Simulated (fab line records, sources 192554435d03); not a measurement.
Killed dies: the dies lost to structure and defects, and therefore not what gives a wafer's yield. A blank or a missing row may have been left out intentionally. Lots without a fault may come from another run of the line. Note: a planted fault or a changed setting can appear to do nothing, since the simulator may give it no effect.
fab line records	flow n5-finfet
record: lots: 11	wafers: 30	last-day: 18
route steps=1938 shown SD_EPI_P@316 ILD0@340 SDB@358 BEOL_M4@1111 PASSIVATION@1936
lots with no fault: from the same line, run without faults
start-h: the number of hours between the record's first day and the start of the first shown wafer of the lot	wait-h: how many hours have passed since the lot's step before this one	" same as the row above	L1.1+2: a row that stands for several wafers	- either no value or no given start	* or withheld: withheld	< > ~ a bound
route shown NAME@n: a module of which the file shows steps, and the number in the route of the first	usual: mean/standard deviation of fault-free wafers	same: alike in all rows	chamber/n: place in a boat	sites: the reading at each site	_std_site: how widely they spread, as a standard deviation	_edge_site: the outer-site mean with the inner-site mean subtracted	radius-mm: how far each site lies from the wafer's centre	mask NAME#n: copy n	behind: tool/chamber where the wafer was last shaped	hold: why the lot was held/for how many hours/how that ended	device: which transistor (n, p or np) failed to switch	end of line: the same wafers' tests at the end of the route	a step given without rows: its recipe and nothing more	killed: dies lost to structure and defects at the first sort, not the wafer's yield	map: per-die view of a wafer (x killed, . not killed, _ where there is no die)
set.NAME: the setting the step ran with; set.NAME@STEP: the setting that earlier step ran with	model.NAME: the simulator's own value behind a step, which no gauge read
one table for each step of the route and one row for each wafer, over a sample of lots
services: a tool's chamber out of use, with start hour (start-h, from the record's first day; less than 0 if before it), hours out, and reason
== steps ==
step: N5_SD_EPI_P_STRIP_40
recipe: chemistry: N2/H2	power-w: 1000	temp-c: 250	h2-frac: 0.65	overash-fraction: 0.3	pressure-mtorr: withheld	n2-flow-sccm: 1750	h2-flow-sccm: 3250
usual: drypump-motor-current-A: 5.6/0.44	heater-power-w: 315/66	oes-product-au: 0.762/0.011
same: overash-fraction: 0.3
lot.wafer	tool	chamber	start-h	wait-h	drypump-motor-current-A	heater-power-w	oes-product-au	rf-hours-counter-h
L607.1	plasma-asher-02	0	66.74	0.0	5.7	366	0.763	81
L607.2	"	1	"	"	6.0	226	0.736	81
L607.4	"	1	"	"	6.0	227	0.760	-
L609.2	plasma-asher-02	1	81.57	0.0	6.0	229	0.755	86
L609.4	"	1	"	"	6.0	226	0.762	-
L609.6	"	1	"	"	5.9	226	0.762	-
L611.3	plasma-asher-01	0	94.55	0.1	5.1	319	0.750	-
L611.5	"	1	"	"	4.7	365	0.757	-
L611.6	"	0	"	"	5.1	323	0.758	-
L612.2	plasma-asher-01	0	99.07	0.0	5.1	321	0.758	41
L612.3	"	0	"	"	5.1	328	0.770	-
L612.4	"	1	"	"	4.7	377	0.763	-
L617.2	plasma-asher-02	0	129.99	0.0	5.7	375	0.759	92
L617.3	"	1	"	"	6.0	231	0.773	-
L619.1	plasma-asher-02	1	140.67	0.3	6.0	220	0.769	96
L619.4	"	0	"	"	5.7	367	0.755	-
L620.1	plasma-asher-02	1	146.56	0.0	6.0	234	0.772	99
L620.2	"	0	"	"	5.7	375	0.755	99
L622.2	plasma-asher-02	1	158.50	0.1	6.0	227	0.765	104
L622.5	"	1	"	"	6.0	227	0.753	-
L622.6	"	0	"	"	5.7	378	0.768	-
L624.1	plasma-asher-02	1	170.35	0.0	6.0	225	0.755	108
L624.3	"	1	"	"	5.9	227	0.769	-
L624.4	"	0	"	"	5.7	377	0.769	-
L626.3	plasma-asher-01	1	181.80	0.0	4.7	390	0.755	-
L626.4	"	0	"	"	5.1	332	0.753	-
L626.6	"	0	"	"	5.1	313	0.763	-
L628.1	plasma-asher-02	0	199.50	0.0	5.7	371	0.754	113
L628.3	"	1	"	"	6.0	225	0.775	-
L628.5	"	1	"	"	6.0	231	0.786	-
step: N5_ILD0_CMP_07
recipe: stop-on: poly-Si	material: SiO2_flowable	t-overpolish-s: 1.18	post-cmp-clean: alkaline-brush	down-force-psi: 4.1491	platen-rpm: 51.796	pad-velocity-m-s: 1.0306	target-thk-nm: 138.88
usual: motor-current-A: 12.2/1.3	pad-life-wafers: 1160/480
lot.wafer	tool	chamber	start-h	wait-h	motor-current-A	pad-life-wafers
L607.1	cmp-03	1	74.02	0.0	11.2	1248
L607.4	"	3	"	"	14.6	1250
L607.2	"	0	"	"	13.3	1251
L609.2	cmp-02	2	89.06	0.1	10.9	721
L609.4	"	0	"	"	13.3	723
L609.6	"	2	"	"	11.2	-
L611.3	cmp-02	1	102.09	0.1	11.0	843
L611.5	"	2	"	"	11.2	-
L611.6	"	3	"	"	11.8	-
L612.2	cmp-01	0	106.49	0.0	12.9	468
L612.3	"	1	"	"	11.6	469
L612.4	"	3	"	"	11.0	471
L617.2	cmp-03	0	137.20	0.0	12.9	1704
L617.3	"	1	"	"	11.2	1705
L619.4	cmp-02	3	149.52	0.1	12.2	1220
L619.1	"	0	"	"	13.6	1221
L620.1	cmp-02	3	153.42	0.0	11.4	1254
L620.2	"	0	"	"	13.1	1255
L622.2	cmp-03	2	165.15	0.1	12.2	1945
L622.5	"	1	"	"	10.8	-
L622.6	"	2	"	"	12.2	-
L624.4	cmp-02	1	177.06	0.1	11.1	1417
L624.1	"	2	"	"	11.6	1418
L624.3	"	3	"	"	12.2	1419
L626.4	cmp-02	2	188.97	0.0	11.2	1506
L626.3	"	3	"	"	12.1	1507
L626.6	"	3	"	"	11.7	-
L628.1	cmp-01	2	206.67	0.2	11.4	1274
L628.3	"	3	"	"	11.7	1275
L628.5	"	1	"	"	11.4	-
step: N5_ILD0_CMP_12
recipe: stop-on: poly-Si	material: SiNx	t-overpolish-s: 6	post-cmp-clean: alkaline-brush	down-force-psi: 2.5	platen-rpm: 51.8	pad-velocity-m-s: 1.0307	target-thk-nm: 17.67
usual: motor-current-A: 8.9/0.88	overpolish-run-s: 5.999/0.0098	pad-life-wafers: 1148/460	time-to-endpoint-s: 29.2/2.3
lot.wafer	tool	chamber	start-h	wait-h	motor-current-A	overpolish-run-s	pad-life-wafers	time-to-endpoint-s
L607.2	cmp-02	0	77.28	1.1	10.0	5.984	642	26.3
L607.1	"	1	"	"	7.6	6.006	643	27.8
L607.4	"	3	"	"	9.0	5.997	645	26.9
L609.2	cmp-01	1	93.17	1.2	8.3	6.004	355	27.4
L609.4	"	3	"	"	8.4	5.996	357	29.1
L609.6	"	1	"	"	8.6	6.003	-	27.8
L611.3	cmp-02	2	105.39	1.2	7.6	6.005	861	29.8
L611.5	"	3	"	"	8.4	6.004	-	28.1
L611.6	"	0	"	"	9.6	5.991	-	26.7
L612.3	cmp-03	2	109.70	1.1	9.2	6.012	1482	29.8
L612.4	"	0	"	"	9.5	5.987	1484	30.4
L612.2	"	1	"	"	8.0	6.007	1485	32.2
L617.2	cmp-02	0	140.45	1.2	9.6	6.016	1147	19.2
L617.3	"	2	"	"	9.1	5.990	1149	30.7
L619.1	cmp-02	0	153.21	1.2	10.0	6.005	1250	25.5
L619.4	"	1	"	"	7.3	5.991	1251	19.8
L620.1	cmp-02	1	156.85	1.1	7.7	5.992	1284	27.6
L620.2	"	2	"	"	8.5	5.996	1285	16.2
L622.2	cmp-03	0	168.55	1.1	9.4	5.991	1980	26.3
L622.6	"	0	"	"	9.6	5.991	-	26.0
L622.5	"	1	"	"	8.4	5.986	-	28.5
L624.3	cmp-01	2	181.07	1.1	8.5	5.990	1032	27.0
L624.4	"	3	"	"	8.2	6.003	1033	32.1
L624.1	"	0	"	"	9.0	5.987	1034	29.3
L626.3	cmp-01	1	192.32	1.2	8.7	5.985	1130	24.9
L626.4	"	2	"	"	9.3	5.994	1131	26.2
L626.6	"	3	"	"	8.5	5.997	-	27.7
L628.3	cmp-01	0	209.80	1.1	9.0	6.003	1296	32.0
L628.1	"	1	"	"	8.7	6.002	1297	27.9
L628.5	"	1	"	"	8.2	6.015	-	28.3
step: N5_SDB_INSPECT_13
recipe: mode: adi	inspect-instrument: brightfield
usual: raw-defect-count: 76/31
lot.wafer	tool	chamber	start-h	wait-h	raw-defect-count
L607.1	defect-inspect-02	-	78.17	0.0	71
L607.2	"	-	"	"	26
L607.4	"	-	"	"	25
L609.2	defect-inspect-02	-	94.00	0.0	73
L609.4	"	-	"	"	97
L609.6	"	-	"	"	90
L611.3	defect-inspect-01	-	106.01	0.0	142
L611.5	"	-	"	"	63
L611.6	"	-	"	"	75
L612.2	defect-inspect-02	-	110.57	0.0	66
L612.3	"	-	"	"	122
L612.4	"	-	"	"	68
L617.2	defect-inspect-01	-	141.27	0.0	80
L617.3	"	-	"	"	44
L619.1	defect-inspect-02	-	153.91	0.0	52
L619.4	"	-	"	"	64
L620.1	defect-inspect-01	-	157.71	0.0	52
L620.2	"	-	"	"	62
L622.2	defect-inspect-02	-	169.41	0.0	75
L622.5	"	-	"	"	110
L622.6	"	-	"	"	141
L624.1	defect-inspect-01	-	181.81	0.0	122
L624.3	"	-	"	"	57
L624.4	"	-	"	"	101
L626.3	defect-inspect-02	-	192.98	0.0	86
L626.4	"	-	"	"	51
L626.6	"	-	"	"	66
L628.1	defect-inspect-01	-	210.69	0.0	75
L628.3	"	-	"	"	146
L628.5	"	-	"	"	37
step: N5_BEOL_M4_RC_MEAS_101
usual: DIBL_N: 35.7/1.3	DIBL_P: 35.4/1.8	IOFF_N: 0.152/0.027	IOFF_P: 0.20/0.034	ION_N: 672/9.8	ION_P: 461/7.5	SS_N: 71.4/0.55	SS_P: 73.1/0.61	VT_N: 251/3.3	VT_P: -251/3.6
lot.wafer	tool	chamber	start-h	wait-h	DIBL_N[mV/V]	DIBL_P[mV/V]	IOFF_N[nA/um]	IOFF_P[nA/um]	ION_N[uA/um]	ION_P[uA/um]	SS_N[mV/dec]	SS_P[mV/dec]	VT_N[mV]	VT_P[mV]
L607.1	prober-01	0	179.12	0.0	38.6	38.5	0.217	0.30	674	468	72.4	74.4	248	-244
L607.2	"	0	"	"	34.7	32.9	0.139	0.21	671	463	71.0	72.9	251	-249
L607.4	"	0	"	"	34.8	34.2	0.144	0.22	673	460	71.6	73.5	251	-248
L609.2	prober-01	0	191.24	0.2	35.8	36.2	0.162	0.18	676	452	71.3	73.1	253	-258
L609.4	"	0	"	"	36.4	37.6	0.186	0.19	688	469	71.3	73.7	246	-252
L609.6	"	0	"	"	36.6	37.3	0.188	0.19	673	453	72.3	73.8	251	-253
L611.3	prober-02	0	200.58	0.3	35.7	36.7	0.162	0.23	680	468	71.3	72.6	247	-247
L611.5	"	0	"	"	35.7	36.7	0.163	0.23	678	467	71.4	72.1	247	-248
L611.6	"	0	"	"	35.1	36.3	0.152	0.22	678	467	71.0	73.0	249	-247
L612.2	prober-02	0	209.83	0.2	36.0	36.9	0.162	0.21	676	465	72.1	73.2	247	-251
L612.3	"	0	"	"	35.9	36.5	0.157	0.20	682	459	71.7	72.6	248	-250
L612.4	"	0	"	"	35.6	35.6	0.153	0.20	674	462	71.3	73.1	248	-250
L617.2	prober-02	0	240.16	0.2	35.2	34.3	0.139	0.16	649	445	71.2	73.1	252	-256
L617.3	"	0	"	"	34.1	33.3	0.125	0.15	659	449	70.1	73.0	251	-256
L620.1	prober-01	0	256.09	0.0	35.6	34.7	0.137	0.17	675	451	71.7	73.1	254	-254
L620.2	"	0	"	"	38.1	37.4	0.178	0.22	667	456	71.9	74.0	248	-251
L619.1	prober-01	0	260.59	0.0	36.5	35.6	0.155	0.21	667	460	71.5	73.4	252	-252
L619.4	"	0	"	"	36.3	37.1	0.163	0.23	668	465	71.2	72.8	250	-247
L624.1	prober-01	0	275.44	0.0	35.3	34.9	0.143	0.18	676	459	71.4	72.9	252	-253
L624.3	"	0	"	"	34.3	33.2	0.123	0.17	666	457	70.4	72.6	254	-254
L624.4	"	0	"	"	34.0	33.3	0.126	0.18	667	460	70.9	72.6	252	-252
L622.2	prober-01	0	279.11	0.2	34.7	33.2	0.143	0.19	674	463	72.2	73.0	252	-249
L622.5	"	0	"	"	33.4	31.7	0.122	0.17	666	462	71.8	73.3	254	-251
L622.6	"	0	"	"	35.4	35.0	0.164	0.21	676	469	72.1	73.5	252	-249
L626.3	prober-02	0	286.21	0.3	35.3	35.0	0.137	0.18	679	464	70.7	72.9	254	-252
L626.4	"	0	"	"	37.8	38.1	0.182	0.22	689	468	71.5	73.6	249	-249
L626.6	"	0	"	"	35.5	35.2	0.137	0.18	678	466	71.0	73.5	250	-253
L628.1	prober-02	0	318.48	0.0	34.8	33.5	0.121	0.19	674	459	70.5	73.0	254	-252
L628.3	"	0	"	"	33.8	32.4	0.104	0.17	653	457	70.8	72.3	259	-253
L628.5	"	0	"	"	35.4	34.7	0.132	0.20	668	467	71.3	73.0	252	-249
step: N5_PASSIVATION_PROBE_49
usual: defect-limited-yield: 91.5/1.3	killed_at_M0_to_M3: 33/11	killed_at_M4_up: 14/5.3	killed-at-contacts: 11/6.3	killed-at-front-end: 38/10	killed-at-other: 3.7/2.8	killed-dies: 101/16	killed-open: 67/12	killed-short: 32/7.4	sort_bin_5_function: 5.0/0.86	sort_bin_6_memory: 3.2/0.69	sort-n-pass: 1079/16	sort-yield-pct: 91.5/1.3
same: gross-dies: 1180	killed-at-back-side: 0	sort_bin_4_leakage[%]: 0	sort_bin_8_speed[%]: 0
lot.wafer	tool	chamber	start-h	wait-h	defect-limited-yield[%]	killed_at_M0_to_M3	killed_at_M4_up	killed-at-contacts	killed-at-front-end	killed-at-other	killed-dies	killed-open	killed-short	sort_bin_5_function[%]	sort_bin_6_memory[%]	sort-n-pass	sort-yield-pct[%]
L620.1	prober-01	-	356.41	0.0	92.0	23	28	14	26	3	94	68	25	5.1	2.5	1086	92.0
L620.2	prober-01	-	356.46	0.1	91.5	22	14	6	53	5	100	62	36	4.7	3.2	1080	91.5
killed by level:class
L620.1 BEOL_M4:geometric-particle:open=12 MOL_CONTACT_COAG:geometric-particle:open=11 FIN_SAQP:geometric-particle:open=7 BEOL_M4:geometric-particle:short=6 BEOL_M0_SAQP:geometric-particle:open=5 BEOL_M0_SAQP:geometric-particle:short=5 BEOL_M5:geometric-particle:open=5 FIN_SAQP:geometric-particle:short=4
L620.2 FIN_SAQP:geometric-particle:open=18 FIN_SAQP:geometric-particle:short=11 STI_FIN_REVEAL:geometric-particle:open=9 MOL_CONTACT_COAG:geometric-particle:open=6 BEOL_M1:geometric-particle:open=5 BEOL_M4:geometric-particle:short=5 BEOL_M0_SAQP:geometric-particle:short=4 BEOL_M2:geometric-particle:open=4
== services ==
tool	chamber	start-h	hours	kind
cmp-03	-	45.00	3.0	repair
cmp-01	-	50.26	4.0	pm
cmp-03	-	53.50	3.4	repair
cmp-01	-	54.26	-	consumable-replace:conditioner
cmp-01	-	54.26	-	consumable-replace:pad
cmp-02	-	65.92	2.2	repair
cmp-01	-	68.57	1.2	repair
cmp-03	-	87.60	6.7	repair
plasma-asher-02	-	97.39	8.7	pm
plasma-asher-02	-	111.70	0.6	repair
cmp-01	-	148.41	7.1	pm
cmp-03	-	158.01	2.5	repair
cmp-02	-	163.29	4.1	repair
cmp-03	-	175.35	4.0	pm
cmp-03	-	179.35	-	consumable-replace:conditioner
cmp-03	-	179.35	-	consumable-replace:pad
cmp-02	-	198.41	1.0	repair
== key ==
first-sign: step: N5_ILD0_CMP_12	reading: time-to-endpoint-s	direction: down	sigmas: 4.7	usual: *	struck: *
effect none on later readings
met-at N5_ILD0_CMP_12
struck-lots L617,L619,L620
struck-wafers L617.2,L619.4,L620.2
not-acting-at N5_SD_EPI_P_STRIP_40,N5_ILD0_CMP_07,N5_SDB_INSPECT_13
onset-between 105.39 140.45
fault: kind: process-parameter-drift	tool: cmp-02	chamber: -	onset-h: 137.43	steps: N5_ILD0_CMP_12	channel: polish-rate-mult	offset: 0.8	shape: step	end-h: 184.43	scope: struck-wafers-only
